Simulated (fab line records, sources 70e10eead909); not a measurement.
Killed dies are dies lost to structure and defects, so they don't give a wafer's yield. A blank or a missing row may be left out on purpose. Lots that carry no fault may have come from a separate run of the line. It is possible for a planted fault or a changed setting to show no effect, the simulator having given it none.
Which tool is to blame?	flow nandHarc	10 lots, 30 wafers sampled, at 5 steps of a route of 1159

== WHAT EACH GAUGE READ, for each wafer ==
NHARC_A_CONTACT_CD_MEAS_53. Usual: cdNm reads 189.5 nm (standard deviation 0.92).
lot	measured	on	cdNm (nm)	flag
L339	day 16 10:02	cdSem-01	190.0 189.9 190.0	
L338	day 16 14:05	cdSem-03	188.1 187.5 187.9	
L340	day 17 06:32	cdSem-02	190.6 190.4 190.3	
L347	day 19 00:45	cdSem-03	190.5 190.5 190.1	
L350	day 19 17:00	cdSem-03	187.2 187.3 187.1	
L355	day 20 05:22	cdSem-03	190.2 190.2 190.2	
L354	day 20 05:53	cdSem-03	189.7 189.8 189.9	
L360	day 21 22:56	cdSem-02	189.4 189.8 189.8	
L358	day 22 08:14	cdSem-01	188.7 188.8 189.6	
L361	day 22 10:09	cdSem-02	189.3 189.6 189.3	

NHARC_END_SORT_01. Usual: killedAtArray 26, standard deviation 8.6; killedAtOther 0.7, standard deviation 0.97; killedAtPeriphery 3.2, standard deviation 2.2; killedDies 30, standard deviation 8.9; killedOpen 3.1, standard deviation 1.8; killedShort 2.2, standard deviation 1.8.
lot	measured	on	killedAtArray	killedAtOther	killedAtPeriphery	killedDies	killedOpen	killedShort	flag
L347	day 21 21:32	prober-01	19 468 27	3 6 1	4 4 4	26 478 32	2 3 2	3 0 1	OFF
L350	day 22 08:11	prober-01	31 468 28	2 1 1	2 3 7	35 472 36	5 1 3	1 2 4	OFF

== TOOL THAT RAN EACH LOT (tool first, then ch and the chambers of the sampled wafers, then the start) ==
lot	NHARC_A_CONTACT_ETCH_112	NHARC_A_CONTACT_ETCH_90	NHARC_A_CONTACT_ETCH_102
L339	harCapEtch-01 ch 1, day 16 08:13	rieDiel-13 ch 0,3, day 16 09:50	rieDiel-13 ch 1,3, day 16 10:20
L338	harCapEtch-01 ch 0,1, day 16 12:16	rieDiel-01 ch 0,1,2, day 16 13:53	rieDiel-01 ch 1,3, day 16 14:23
L340	harCapEtch-02 ch 0,1, day 17 04:20	rieDiel-07 ch 0,1, day 17 06:19	rieDiel-07 ch 0,3, day 17 06:50
L347	harCapEtch-03 ch 0,1, day 18 22:29	rieDiel-07 ch 0,1,3, day 19 00:32	rieDiel-07 ch 1,2,3, day 19 01:03
L350	harCapEtch-01 ch 0,1, day 19 15:02	rieDiel-01 ch 2,3, day 19 16:41	rieDiel-07 ch 0,2,3, day 19 17:43
L355	harCapEtch-02 ch 0,1, day 20 03:32	rieDiel-07 ch 1,2,3, day 20 05:08	rieDiel-01 ch 0,3, day 20 05:46
L354	harCapEtch-01 ch 0,1, day 20 04:04	rieDiel-07 ch 1,2, day 20 05:38	rieDiel-13 ch 1,2,3, day 20 06:25
L360	harCapEtch-02 ch 0,1, day 21 21:07	rieDiel-13 ch 0,2,3, day 21 22:44	rieDiel-13 ch 1,2,3, day 21 23:16
L358	harCapEtch-03 ch 0,1, day 22 06:23	rieDiel-01 ch 1,2, day 22 07:56	rieDiel-01 ch 1,3, day 22 08:51
L361	harCapEtch-02 ch 1, day 22 08:17	rieDiel-01 ch 0,1,2, day 22 09:54	rieDiel-13 ch 0,2,3, day 22 10:40
- NHARC_A_CONTACT_ETCH_112: etches the open film in C4F8/O2/Ar, time 94 s, target depth 922 nm.
- NHARC_A_CONTACT_ETCH_90: etches the open film in CH3F/O2, target depth 40 nm, time 85.7 s.
- NHARC_A_CONTACT_ETCH_102: etches the open film in CF4/O2, target depth 70 nm, overetch 7 nm, time 38.5 s.

== WHAT THE TOOLS THEMSELVES READ (means of the sampled wafers that have a number; where no wafer has one, the mark that the record gives instead) ==
NHARC_A_CONTACT_ETCH_90. Usual: value, then standard deviation, for each; drypumpMotorCurrentA 5.7 A / 0.38; o2FlowSccm 30.00 sccm / 0.092; oesProductAu 0.96 a.u. / 0.036; rfVppV 244.3 V / 2; runLengthS 107.2 s / 0.41; showerheadPlenumPTorr 2.46 Torr / 0.13; throttleValvePct 20.663 % / 0.0091.
lot	tool	drypumpMotorCurrentA (A)	o2FlowSccm (sccm)	oesProductAu (a.u.)	rfVppV (V)	runLengthS (s)	showerheadPlenumPTorr (Torr)	throttleValvePct (%)	flag
L339	rieDiel-13	5.4	30.02	1.00	244.1	107.2	2.41	20.664	
L338	rieDiel-01	5.8	30.05	0.96	243.3	107.2	2.39	20.662	
L340	rieDiel-07	5.5	30.07	0.92	245.2	107.8	2.54	20.668	
L347	rieDiel-07	5.6	30.06	1.01	244.4	107.6	2.46	20.670	
L350	rieDiel-01	5.8	29.85	0.93	244.9	106.9	2.47	20.653	
L355	rieDiel-07	5.8	30.00	0.93	245.4	107.2	2.48	20.665	
L354	rieDiel-07	5.6	29.99	0.93	246.0	107.1	2.61	20.671	
L360	rieDiel-13	5.5	30.02	0.93	244.4	106.9	2.48	20.661	
L358	rieDiel-01	6.1	29.99	1.00	243.2	106.8	2.44	20.661	
L361	rieDiel-01	5.8	30.01	1.00	243.4	107.3	2.38	20.660	

NHARC_A_CONTACT_ETCH_102. Usual: cf4FlowSccm 80.02 sccm, standard deviation 0.26; drypumpMotorCurrentA 5.7 A, standard deviation 0.38; o2FlowSccm 20.01 sccm, standard deviation 0.061; oesProductAu 1.002 a.u., standard deviation 0.0076; rfVppV 197.8 V, standard deviation 1.8; runLengthS 60.0 s, standard deviation 0.43; showerheadPlenumPTorr 1.34 Torr, standard deviation 0.074; throttleValvePct 13.396 %, standard deviation 0.0083.
lot	tool	cf4FlowSccm (sccm)	drypumpMotorCurrentA (A)	o2FlowSccm (sccm)	oesProductAu (a.u.)	rfVppV (V)	runLengthS (s)	showerheadPlenumPTorr (Torr)	throttleValvePct (%)	flag
L339	rieDiel-13	79.71	6.0	20.00	1.002	196.7	59.8	1.27	13.399	
L338	rieDiel-01	79.96	5.6	19.98	0.997	197.9	59.8	1.32	13.393	
L340	rieDiel-07	80.38	5.4	19.97	1.006	198.8	60.2	1.35	13.388	
L347	rieDiel-07	79.93	5.8	19.99	1.002	197.6	58.6	1.35	13.395	OFF
L350	rieDiel-07	80.21	5.5	20.04	0.995	197.8	58.6	1.37	13.392	OFF
L355	rieDiel-01	80.25	5.5	19.98	1.007	197.1	59.6	1.30	13.391	
L354	rieDiel-13	79.80	5.8	19.99	1.001	197.0	59.6	1.33	13.397	
L360	rieDiel-13	79.97	5.8	20.02	0.996	197.0	59.9	1.32	13.402	
L358	rieDiel-01	79.96	5.6	19.92	1.003	197.8	59.8	1.31	13.392	
L361	rieDiel-13	79.90	5.5	20.01	1.007	197.8	60.0	1.34	13.393	

== THE ANSWER, worked out from the rows above alone ==
Rule: take the mean of a lot's wafers that have a number; if it is more than 3 standard deviations from the usual mean, the lot is off. A lot without any number at a reading at which 4 lots or more have one is off too. The other lots that the step has rows for count as sound. First the gauges in route order, then the tools' own readings, where a lot's mean is used as printed above. The first step at which some lot is off is used, and at that step the reading that is off furthest; a lot without a number counts as furthest.
Off: L347, L350, at NHARC_END_SORT_01 (killedAtArray). Neither off nor sound, because the step has no rows for them: L339, L338, L340, L355, L354, L360, L358, L361.
If a tool, at a process step before that reading, ran all the lots that are off and no sound lot after the first of them, it fits. The gauges at NHARC_END_SORT_01 aren't tried: what is off there is off at NHARC_A_CONTACT_ETCH_102 too, on other tools, and a gauge's error can't cause that. One candidate fits, namely rieDiel-07 at NHARC_A_CONTACT_ETCH_102. It ran no sound lot before its first lot that is off in this sample, so the start can't be narrowed down.

== WHAT THE SIMULATOR HAD PUT IN ==
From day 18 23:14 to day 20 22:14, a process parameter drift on rieDiel-07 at NHARC_A_CONTACT_ETCH_102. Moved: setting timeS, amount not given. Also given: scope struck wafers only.
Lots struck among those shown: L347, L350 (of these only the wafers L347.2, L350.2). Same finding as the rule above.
